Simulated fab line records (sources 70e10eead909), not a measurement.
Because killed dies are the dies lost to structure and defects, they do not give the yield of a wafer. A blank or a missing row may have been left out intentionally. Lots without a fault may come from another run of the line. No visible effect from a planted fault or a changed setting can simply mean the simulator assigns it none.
A sampling plan put to the test + flow nand-harc + 26 faults told of in these records, all on one fab line, each judged by the records of the lots it struck
The line's own looks make up the plan; these are the steps of the route where a gauge or inspection reads the wafer and leaves it unchanged. Where struck wafers have a number at a look and the file lists that look's usual mean and standard deviation on fault-free wafers, the look can be judged. Caught: at a look after the fault's first step, the mean of the struck wafers lies 4 or more of those standard deviations (sigma) from the usual mean. On the tool: the fault's steps, tested the same way using the tool's own readings. It also counts as caught if the struck wafers ran another recipe or if their record alone is blank.

== THE FAULTS, as the simulator had put them in ==
1. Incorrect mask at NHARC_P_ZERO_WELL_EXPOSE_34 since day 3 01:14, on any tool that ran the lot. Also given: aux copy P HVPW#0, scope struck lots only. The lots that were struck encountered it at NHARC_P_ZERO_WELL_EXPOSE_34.
2. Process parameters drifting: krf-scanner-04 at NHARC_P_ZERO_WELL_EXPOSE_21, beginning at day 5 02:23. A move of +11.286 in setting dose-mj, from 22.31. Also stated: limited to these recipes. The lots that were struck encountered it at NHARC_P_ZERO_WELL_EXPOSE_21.
3. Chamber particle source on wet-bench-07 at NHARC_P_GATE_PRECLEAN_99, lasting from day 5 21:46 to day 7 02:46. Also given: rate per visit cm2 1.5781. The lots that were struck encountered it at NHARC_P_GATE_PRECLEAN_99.
4. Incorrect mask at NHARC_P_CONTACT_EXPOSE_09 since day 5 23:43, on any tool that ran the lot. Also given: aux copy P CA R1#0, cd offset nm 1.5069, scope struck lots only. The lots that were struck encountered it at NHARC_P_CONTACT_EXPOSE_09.
5. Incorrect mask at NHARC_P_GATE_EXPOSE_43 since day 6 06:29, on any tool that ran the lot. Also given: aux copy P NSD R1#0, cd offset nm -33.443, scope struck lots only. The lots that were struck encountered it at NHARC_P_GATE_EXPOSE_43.
6. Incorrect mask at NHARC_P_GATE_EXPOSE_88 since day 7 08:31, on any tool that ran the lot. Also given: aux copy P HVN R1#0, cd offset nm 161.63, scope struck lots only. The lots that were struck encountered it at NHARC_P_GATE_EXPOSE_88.
7. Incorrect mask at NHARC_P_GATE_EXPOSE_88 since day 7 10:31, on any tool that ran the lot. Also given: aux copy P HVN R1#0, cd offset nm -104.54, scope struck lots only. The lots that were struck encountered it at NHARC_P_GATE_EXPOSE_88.
8. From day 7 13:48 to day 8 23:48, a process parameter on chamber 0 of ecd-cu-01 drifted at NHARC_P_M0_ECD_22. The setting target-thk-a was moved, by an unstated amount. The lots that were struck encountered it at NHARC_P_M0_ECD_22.
9. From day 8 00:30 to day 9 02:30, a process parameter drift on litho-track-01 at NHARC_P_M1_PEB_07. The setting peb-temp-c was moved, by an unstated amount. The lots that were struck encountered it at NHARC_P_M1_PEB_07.
10. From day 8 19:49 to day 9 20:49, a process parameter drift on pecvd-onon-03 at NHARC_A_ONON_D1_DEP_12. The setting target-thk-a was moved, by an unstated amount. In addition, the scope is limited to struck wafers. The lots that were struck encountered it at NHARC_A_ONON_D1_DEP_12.
11. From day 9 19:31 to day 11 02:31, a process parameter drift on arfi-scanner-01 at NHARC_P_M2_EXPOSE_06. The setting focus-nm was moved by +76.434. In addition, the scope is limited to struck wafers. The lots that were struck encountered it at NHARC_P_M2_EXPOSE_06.
12. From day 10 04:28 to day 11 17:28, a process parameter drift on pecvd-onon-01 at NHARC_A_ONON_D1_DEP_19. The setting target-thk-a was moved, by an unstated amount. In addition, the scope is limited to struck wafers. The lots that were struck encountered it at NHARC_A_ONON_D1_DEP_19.
13. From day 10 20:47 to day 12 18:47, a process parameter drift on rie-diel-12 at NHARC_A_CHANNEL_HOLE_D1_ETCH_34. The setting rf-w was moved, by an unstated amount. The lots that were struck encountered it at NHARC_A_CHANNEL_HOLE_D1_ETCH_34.
14. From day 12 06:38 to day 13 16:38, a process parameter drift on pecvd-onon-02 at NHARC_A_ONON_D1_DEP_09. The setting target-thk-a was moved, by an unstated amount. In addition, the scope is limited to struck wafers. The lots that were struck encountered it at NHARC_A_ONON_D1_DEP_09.
15. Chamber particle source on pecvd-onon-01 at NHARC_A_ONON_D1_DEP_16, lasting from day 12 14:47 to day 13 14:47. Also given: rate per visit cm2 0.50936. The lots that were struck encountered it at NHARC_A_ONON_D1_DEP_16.
16. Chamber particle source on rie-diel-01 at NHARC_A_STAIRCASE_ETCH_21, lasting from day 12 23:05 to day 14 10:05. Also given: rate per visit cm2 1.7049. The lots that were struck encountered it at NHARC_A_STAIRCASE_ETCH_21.
17. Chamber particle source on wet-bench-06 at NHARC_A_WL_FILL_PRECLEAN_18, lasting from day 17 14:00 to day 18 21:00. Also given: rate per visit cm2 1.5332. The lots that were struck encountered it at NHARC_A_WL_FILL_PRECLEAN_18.
18. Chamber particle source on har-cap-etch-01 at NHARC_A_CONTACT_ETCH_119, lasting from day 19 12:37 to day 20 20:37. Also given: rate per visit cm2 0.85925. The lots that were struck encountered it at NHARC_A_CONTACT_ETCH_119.
19. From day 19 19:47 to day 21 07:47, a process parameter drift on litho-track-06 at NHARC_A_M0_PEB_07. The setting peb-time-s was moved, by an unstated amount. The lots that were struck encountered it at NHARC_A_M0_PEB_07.
20. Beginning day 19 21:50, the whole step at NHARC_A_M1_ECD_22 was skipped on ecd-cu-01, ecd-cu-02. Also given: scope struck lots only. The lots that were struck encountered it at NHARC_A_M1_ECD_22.
21. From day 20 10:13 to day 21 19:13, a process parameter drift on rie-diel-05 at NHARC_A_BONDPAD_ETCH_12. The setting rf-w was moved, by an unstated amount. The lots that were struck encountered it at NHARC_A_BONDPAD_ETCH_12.
22. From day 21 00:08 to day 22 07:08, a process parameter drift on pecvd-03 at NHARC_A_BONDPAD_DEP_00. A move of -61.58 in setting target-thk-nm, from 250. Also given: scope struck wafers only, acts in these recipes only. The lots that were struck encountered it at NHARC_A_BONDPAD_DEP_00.
23. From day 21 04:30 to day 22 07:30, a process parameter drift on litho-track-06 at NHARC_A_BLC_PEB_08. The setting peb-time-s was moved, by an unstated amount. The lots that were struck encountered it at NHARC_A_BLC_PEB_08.
24. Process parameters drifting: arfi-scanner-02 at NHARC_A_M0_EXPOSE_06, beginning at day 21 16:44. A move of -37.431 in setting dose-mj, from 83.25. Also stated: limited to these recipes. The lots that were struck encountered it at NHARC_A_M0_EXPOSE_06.
25. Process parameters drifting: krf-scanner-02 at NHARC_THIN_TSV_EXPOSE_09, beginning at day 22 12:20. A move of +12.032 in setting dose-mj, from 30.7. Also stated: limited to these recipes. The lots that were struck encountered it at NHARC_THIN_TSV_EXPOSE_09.
26. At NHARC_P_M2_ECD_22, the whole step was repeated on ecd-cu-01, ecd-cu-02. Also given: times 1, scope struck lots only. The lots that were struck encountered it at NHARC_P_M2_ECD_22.

== WHAT THE PLAN SAW ==
| fault | on the tool itself                               | first look that catches it                      | reading, sigma                                       | median hours from its first step to that look | hours from the fault's start to the first struck lot there | judged looks passed uncaught |
|-------|--------------------------------------------------|-------------------------------------------------|------------------------------------------------------|-----------------------------------------------|------------------------------------------------------------|------------------------------|
| 1     | under 2 sigma                                    | no look after it can be judged                  | -                                                    | -                                             | -                                                          | 0                            |
| 2     | exposure-dose-mJ-cm2 +99 or beyond sigma         | NHARC_P_ZERO_WELL_CD_MEAS_24                    | cd-nm +40                                            | 0.1                                           | 6                                                          | 0                            |
| 3     | under 2 sigma                                    | NHARC_P_GATE_INSPECT_68                         | raw-defect-count +14                                 | 8.6                                           | 11                                                         | 0                            |
| 4     | under 2 sigma                                    | not the one look that can be judged after it    | strongest: cd-nm at NHARC_P_CONTACT_CD_MEAS_12, +3.1 | -                                             | -                                                          | 1                            |
| 5     | no reading that can be judged                    | NHARC_P_GATE_CD_MEAS_46                         | cd-nm -21                                            | 0.2                                           | 4                                                          | 0                            |
| 6     | no reading that can be judged                    | NHARC_P_GATE_CD_MEAS_91                         | cd-nm +99 or beyond                                  | 0.2                                           | 2                                                          | 0                            |
| 7     | under 2 sigma                                    | NHARC_P_GATE_CD_MEAS_91                         | cd-nm -65                                            | 0.2                                           | 1                                                          | 0                            |
| 8     | under 2 sigma                                    | no look after it can be judged                  | -                                                    | -                                             | -                                                          | 0                            |
| 9     | plate-temp-C +79 sigma                           | NHARC_P_M1_CD_MEAS_09                           | cd-nm +41                                            | 0.1                                           | 3                                                          | 0                            |
| 10    | under 2 sigma                                    | NHARC_A_ONON_D1_THK_MEAS_14                     | thk-nm -57                                           | 0.5                                           | 6                                                          | 0                            |
| 11    | no reading that can be judged                    | NHARC_P_M2_CD_MEAS_09                           | cd-nm +16                                            | 0.1                                           | 11                                                         | 0                            |
| 12    | under 2 sigma                                    | NHARC_A_ONON_D1_THK_MEAS_21                     | thk-nm -30                                           | 0.5                                           | 3                                                          | 0                            |
| 13    | rf-fwd-power-W -99 or beyond sigma               | not the one look that can be judged after it    | -                                                    | -                                             | -                                                          | 1                            |
| 14    | under 2 sigma                                    | NHARC_A_ONON_D1_THK_MEAS_11                     | thk-nm -16                                           | 0.5                                           | 6                                                          | 0                            |
| 15    | no reading that can be judged                    | NHARC_END_SORT_01                               | killed-at-array +6.2                                 | 275.1                                         | 279                                                        | 0                            |
| 16    | under 2 sigma                                    | NHARC_END_SORT_01                               | killed-at-array +6.1                                 | 201.9                                         | 208                                                        | 0                            |
| 17    | no reading that can be judged                    | NHARC_END_SORT_01                               | killed-at-array +6.7                                 | 85.4                                          | 90                                                         | 1                            |
| 18    | no reading that can be judged                    | NHARC_END_SORT_01                               | killed-at-array +7.2                                 | 75.4                                          | 87                                                         | 1                            |
| 19    | under 2 sigma                                    | NHARC_A_M0_CD_MEAS_09                           | cd-nm +7.0                                           | 0.1                                           | 12                                                         | 0                            |
| 20    | the tool's record is blank for the struck wafers | NHARC_A_M1_THK_MEAS_24                          | thk-nm -88                                           | 1.0                                           | 3                                                          | 0                            |
| 21    | rf-fwd-power-W -99 or beyond sigma               | not the one look that can be judged after it    | -                                                    | -                                             | -                                                          | 1                            |
| 22    | under 2 sigma                                    | NHARC_A_BONDPAD_THK_MEAS_30                     | thk-nm -8.5                                          | 0.8                                           | 9                                                          | 0                            |
| 23    | no reading that can be judged                    | NHARC_A_BLC_CD_MEAS_10                          | cd-nm +4.5                                           | 0.1                                           | 9                                                          | 0                            |
| 24    | exposure-dose-mJ-cm2 -99 or beyond sigma         | NHARC_A_M0_CD_MEAS_09                           | cd-nm -43                                            | 0.1                                           | 1                                                          | 0                            |
| 25    | exposure-dose-mJ-cm2 +99 or beyond sigma         | NHARC_THIN_TSV_CD_MEAS_12                       | cd-nm +5.0                                           | 0.2                                           | 1                                                          | 0                            |
| 26    | no reading that can be judged                    | none of the 2 looks that can be judged after it | -                                                    | -                                             | -                                                          | 2                            |
Dash: fault not caught, or number not given in these records.

Caught at a look: 20 of 26. Caught on the tool: 7 of 26. By one or the other: 22 of 26.
Caught on the tool alone: faults 13, 21.
Caught at a look alone: faults 3, 5, 6, 7, 10, 11, 12, 14, 15, 16, 17, 18, 19, 22, 23.
Caught by neither: faults 1, 4, 8, 26.

== THINNER SAMPLING ==
Were the look that catches a fault to measure just every second or every third lot (counted by lot number), the first struck lot would, at worst, be measured this late:
| fault | struck lots at that look, in order of time | every lot | every second lot | every third lot |
|-------|--------------------------------------------|-----------|------------------|-----------------|
| 2     | L345, L346, L347, L352                     | 6 h       | 12 h             | 18 h            |
| 3     | L312, L315                                 | 11 h      | 37 h             | may miss all 2  |
| 5     | L708                                       | 4 h       | may miss it      | may miss it     |
| 6     | L436                                       | 2 h       | may miss it      | may miss it     |
| 7     | L344                                       | 1 h       | may miss it      | may miss it     |
| 9     | L870, L872                                 | 3 h       | may miss all 2   | may miss all 2  |
| 10    | L836, L837                                 | 6 h       | 17 h             | may miss all 2  |
| 11    | L329, L331                                 | 11 h      | may miss all 2   | may miss all 2  |
| 12    | L839, L842                                 | 3 h       | 23 h             | may miss all 2  |
| 14    | L920, L921, L922                           | 6 h       | 14 h             | 18 h            |
| 15    | L201, L204                                 | 279 h     | 292 h            | may miss all 2  |
| 16    | L563, L567                                 | 208 h     | may miss all 2   | may miss all 2  |
| 17    | L704, L706                                 | 90 h      | may miss all 2   | may miss all 2  |
| 18    | L838, L840                                 | 87 h      | may miss all 2   | may miss all 2  |
| 19    | L314, L316                                 | 12 h      | may miss all 2   | may miss all 2  |
| 20    | L945, L942, L950                           | 3 h       | 4 h              | may miss all 3  |
| 22    | L818, L819                                 | 9 h       | 24 h             | may miss all 2  |
| 23    | L983, L984                                 | 9 h       | 10 h             | may miss all 2  |
| 24    | L852, L858                                 | 1 h       | may miss all 2   | may miss all 2  |
| 25    | L133, L141                                 | 1 h       | may miss all 2   | may miss all 2  |
Hours: fault start to first struck lot measured. 4 sigma limit: tested on the pooled struck wafers, so a lone lot may be under it. Other struck lots may not be in these records.

== THE LONGEST TIMED WAY FROM STEP TO LOOK ==
Fault 15: median gap of 275.1 hours between NHARC_A_ONON_D1_DEP_16 and NHARC_END_SORT_01. No look between them can be judged.
